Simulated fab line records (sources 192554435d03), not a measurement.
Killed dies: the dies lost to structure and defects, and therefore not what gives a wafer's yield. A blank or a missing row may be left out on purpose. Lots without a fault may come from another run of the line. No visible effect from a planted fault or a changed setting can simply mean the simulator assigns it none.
A lot that was struck, set against a sound lot    flow n5_finfet    41 steps out of a route of 1938
Sound: wafers L747.3, L747.5, L747.6. The struck wafers were L745.2, L745.4, L745.6. The cause is given at the end.
Order at every step that has rows: each side's tool, ch and its chambers, its first start. Under that, the readings that differ: sound wafers    struck wafers    difference of the means    sigmas: that difference in standard deviations of wafers without a fault.
alike: same words and numbers on both sides, and readings whose means sit less than 2 such deviations apart. not compared: any withheld reading, any reading some wafer has no value for, any bound like >300 that may hide the same value, and any number with overlapping values for which the record gives no deviation.
A row with sigmas, a row that says differs or no value, or rows on one side alone: a step with any of these is where the two part. Numbers that have no deviation but don't overlap get no sigmas and don't part them. Lack of a reading on every wafer of one side parts them only where that side has two or more wafers.

first, 12 steps without rows for these wafers: N5_MOL_CONTACT_COAG_DESCUM_88 (chemistry O2, time 7 s); N5_MOL_CONTACT_COAG_ETCH_89 (etches underlayer in N2/H2, target depth 13 nm, time 10.4 s); N5_MOL_CONTACT_COAG_ETCH_90 (etches SiARC in CF4, target depth 13 nm, time 21.7 s); N5_MOL_CONTACT_COAG_ALD_131 (deposits SiO2, target thk 5 nm, pulse time 1 s, co reactant pulse time 1 s); N5_MOL_CONTACT_COAG_ETCHBACK_132 (etches SiO2 in CHF3, target depth 10 nm, time 6.7 s); N5_MOL_CONTACT_COAG_ETCH_91 (etches SOC in N2/H2, target depth 60 nm, overetch 21 nm, time 101.2 s); N5_MOL_CONTACT_COAG_STRIP_92 (strips in N2/H2); N5_MOL_CONTACT_COAG_STRIP_93 (strips in N2/H2); N5_MOL_CONTACT_COAG_ETCHBACK_135 (etches SiO2 in CHF3, target depth 25 nm, time 16.7 s); N5_MOL_CONTACT_COAG_STRIP_118 (strips in CHF3); N5_MOL_CONTACT_COAG_VIA_ETCH_46 (etches SiO2 in C4F6/O2, target depth 46 nm, overetch 9.2 nm, time 40 s); N5_MOL_CONTACT_COAG_STRIP_96 (strips in N2/H2).
N5_MOL_CONTACT_COAG_ETCH_47: etches SiNx in CH3F/O2, stops on W, target depth 27 nm.
  sound on rie_diel-02 ch 0,1, day 9 04:08; struck on rie_diel-02 ch 1,2,3, day 8 13:05
  no value came back on the struck wafers for any of 11 readings (CH3F_flow_sccm (sccm), O2_flow_sccm (sccm) and others); on the sound wafers CH3F_flow_sccm (sccm) reads 29.90 29.87 29.96
reading                                              sound           struck          difference  sigmas
model.SiO2_of_MOL_CONTACT_COAG_PECVD_31.thk_nm (nm)  44.2 44.4 45.2  45.8 46.8 46.6  +1.8        
  not compared: rf_hours_counter_h
then, 25 steps without rows for these wafers: N5_MOL_CONTACT_COAG_STRIP_119 (strips in N2/H2, time 30 s); N5_MOL_CONTACT_COAG_PRECLEAN_144 (cleans in alkaline clean, time 60 s); N5_MOL_CONTACT_COAG_SRD_145 (time 30 s); N5_MOL_CONTACT_COAG_COAT_62 (time 60 s, resist thk 60 nm); N5_MOL_CONTACT_COAG_COAT_63 (time 60 s, resist thk 10 nm); N5_MOL_CONTACT_COAG_COAT_64 (time 60 s, resist thk 10 nm); N5_MOL_CONTACT_COAG_COAT_34 (resist thk 40 nm); N5_MOL_CONTACT_COAG_EBR_36; N5_MOL_CONTACT_COAG_SOFTBAKE_35 (time 60 s); N5_MOL_CONTACT_COAG_EXPOSE_37 (exposes mask VD, defocus 0 nm); N5_MOL_CONTACT_COAG_PEB_38 (peb time 60 s); N5_MOL_CONTACT_COAG_DEVELOP_39 (develop time 30 s); N5_MOL_CONTACT_COAG_DESCUM_45 (chemistry O2, time 7 s); N5_MOL_CONTACT_COAG_ETCH_65 (etches underlayer in N2/H2, target depth 13 nm, time 10.4 s); N5_MOL_CONTACT_COAG_ETCH_66 (etches SiARC in CF4, target depth 13 nm, time 21.7 s); N5_MOL_CONTACT_COAG_ALD_133 (deposits SiO2, target thk 5 nm, pulse time 1 s, co reactant pulse time 1 s); N5_MOL_CONTACT_COAG_ETCHBACK_134 (etches SiO2 in CHF3, target depth 10 nm, time 6.7 s); N5_MOL_CONTACT_COAG_ETCH_67 (etches SOC in N2/H2, target depth 60 nm, overetch 21 nm, time 101.2 s); N5_MOL_CONTACT_COAG_STRIP_68 (strips in N2/H2); N5_MOL_CONTACT_COAG_STRIP_69 (strips in N2/H2); N5_MOL_CONTACT_COAG_ETCHBACK_136 (etches SiO2 in CHF3, target depth 25 nm, time 16.7 s); N5_MOL_CONTACT_COAG_STRIP_120 (strips in CHF3); N5_MOL_CONTACT_COAG_VIA_ETCH_117 (etches SiO2 in C4F6/O2, target depth 40 nm, overetch 8 nm, time 26 s); N5_MOL_CONTACT_COAG_ETCH_124 (etches SiNx in CH3F/O2, stops on SiOC, target depth 6.5 nm); N5_MOL_CONTACT_COAG_ETCH_48 (etches SiOC in C4F6/O2, target depth 15 nm, overetch 4.5 nm, time 17 s).
N5_MOL_CONTACT_COAG_CMP_52: polishes, stops on SiO2, t overpolish 1.5 s, target thk 66.5 nm.
  sound on cmp-01 ch 0,1, day 9 06:09; struck on cmp-02 ch 0,2,3, day 8 15:16
reading                                              sound       struck          difference  sigmas
model.SiO2_of_MOL_CONTACT_COAG_PECVD_31.thk_nm (nm)  44 44.2 45  45.4 46.6 46.2  +1.7        
  alike: motor_current_A
N5_BEOL_M4_RC_MEAS_101:
  the record has rows for the sound wafers here (prober-01 ch 0, day 13 08:00) and none for the struck ones
-- a jump in the record: the struck wafers' starts before and after are 9 days apart (it breaks off in module BEOL_M4 and resumes in module PASSIVATION, where the first step shown is number 1936 of the route) --
N5_PASSIVATION_PROBE_49:
  struck on prober-02, day 17 19:16; sound on prober-01, day 17 20:05
reading                   sound           struck          difference  sigmas
defect_limited_yield (%)  89.0 88.2 91.2  0 0 0           -89         -60
killed_at_M4_up           29 24 16        14 12 9         -11         -2
killed_at_contacts        15 14 8         1093 1087 1090  +1078       +99 or more
killed_dies               130 139 104     1180 1180 1180  +1056       +59
killed_on_rim             12 15 14        152 152 152     +138        +37
sort_bin_5_function (%)   6.8 6.4 4.8     96.0 96.2 96.9  +90.4       +90
sort_n_pass               1050 1041 1076  0 0 0           -1056       -59
  alike: killed_at_M0_to_M3, killed_at_front_end, killed_at_other, killed_open, killed_short, sort_bin_6_memory, sort_bin_8_speed

## WHERE THEY PART
Last at N5_PASSIVATION_PROBE_49 as far as this record goes, first at N5_MOL_CONTACT_COAG_ETCH_47.

WHY: what the simulator had put in
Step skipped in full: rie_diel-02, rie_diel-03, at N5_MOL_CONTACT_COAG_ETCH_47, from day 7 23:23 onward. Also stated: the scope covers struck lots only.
